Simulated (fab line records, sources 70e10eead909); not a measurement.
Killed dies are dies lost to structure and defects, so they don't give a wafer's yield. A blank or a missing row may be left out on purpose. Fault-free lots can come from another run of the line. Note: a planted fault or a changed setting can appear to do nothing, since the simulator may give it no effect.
Which tool is to blame?	flow nandHarc	Sampling: 12 lots, 36 wafers, 3 of 1302 route steps

## WHAT THE GAUGES READ, wafer by wafer
NHARC_A_SLIT_OVL_MEAS_10.
lot	measured	on	overlayXNm (nm)
L074	day 20 03:33	overlay-02	-0.9 -0.5 -0.7
L078	day 21 13:08	overlay-01	0.5 0.7 0.1
L079	day 22 00:56	overlay-02	-1.4 -1.2 -0.7
L081	day 22 10:07	overlay-02	-1.7 -1.7 -2.1
L083	day 23 06:10	overlay-02	0.9 1.0 1.1
L084	day 24 10:36	overlay-01	0.3 0.5 0.0
L087	day 25 08:59	overlay-01	-0.2 0.1 0.4
L088	day 26 02:59	overlay-02	0.5 0.1 0.8
L091	day 26 21:32	overlay-01	-1.0 -1.0 -1.3
L092	day 28 00:30	overlay-02	-0.9 -1.1 -0.9
L096	day 28 11:12	overlay-02	0.6 -0.3 -0.2
L097	day 28 21:49	overlay-01	-0.4 0.1 0.2

## EACH LOT AND THE TOOL THAT RAN IT (in order: tool; ch and the chambers of the sampled wafers; start)
lot	NHARC_A_SGD_CUT_ETCH_15	NHARC_A_SLIT_DEP_00
L074	rieDiel-10 ch 0,1,3, day 19 23:04 or earlier	aclDep-02 ch 0, day 19 23:04
L078	rieDiel-13 ch 0,1,2, day 21 08:42 or earlier	aclDep-01 ch 0, day 21 08:42
L079	rieDiel-13 ch 0,2,3, day 21 20:23 or earlier	aclDep-01 ch 0, day 21 20:23
L081	rieDiel-03 ch 0,2, day 22 05:34 or earlier	aclDep-03 ch 0, day 22 05:34
L083	rieDiel-10 ch 0,1,3, day 23 01:34 or earlier	aclDep-01 ch 0, day 23 01:34
L084	rieDiel-03 ch 2,3, day 24 06:42 or earlier	aclDep-02 ch 0, day 24 06:42
L087	rieDiel-13 ch 0,2,3, day 25 04:32 or earlier	aclDep-02 ch 0, day 25 04:32
L088	rieDiel-03 ch 1,2,3, day 25 23:02 or earlier	aclDep-01 ch 0, day 25 23:02
L091	rieDiel-13 ch 0,1,3, day 26 17:45 or earlier	aclDep-01 ch 0, day 26 17:45
L092	rieDiel-03 ch 0,1,3, day 27 20:37 or earlier	aclDep-01 ch 0, day 27 20:37
L096	rieDiel-03 ch 1,2, day 28 06:41 or earlier	aclDep-02 ch 0, day 28 06:41
L097	rieDiel-10 ch 0,1,3, day 28 17:49 or earlier	aclDep-02 ch 0, day 28 17:49
- NHARC_A_SGD_CUT_ETCH_15: etches the open film in CH3F/O2, target depth 75 nm, time 64.3 s.
- NHARC_A_SLIT_DEP_00: deposits aC, target thk 6200 nm.

## THE ANSWER, worked out from the rows above alone
Rule: what is usual is taken from the lots themselves. The widest of any qualifying gaps counts: lots, ordered by their means at a reading, are off when they make up no more than a third of the lots, leave a main group of 4 or more, and stand apart from it by 3 or more times the standard deviation of that group's means. A main group whose means are all the same, to the digits that the tables above print for the reading, isn't used. A lot without any number at a reading at which 4 lots or more have one is off too. Any other lot the step has rows for is counted as sound.
None of the lots is off at any reading shown; this tells nothing.

## WHAT THE SIMULATOR HAD INSERTED
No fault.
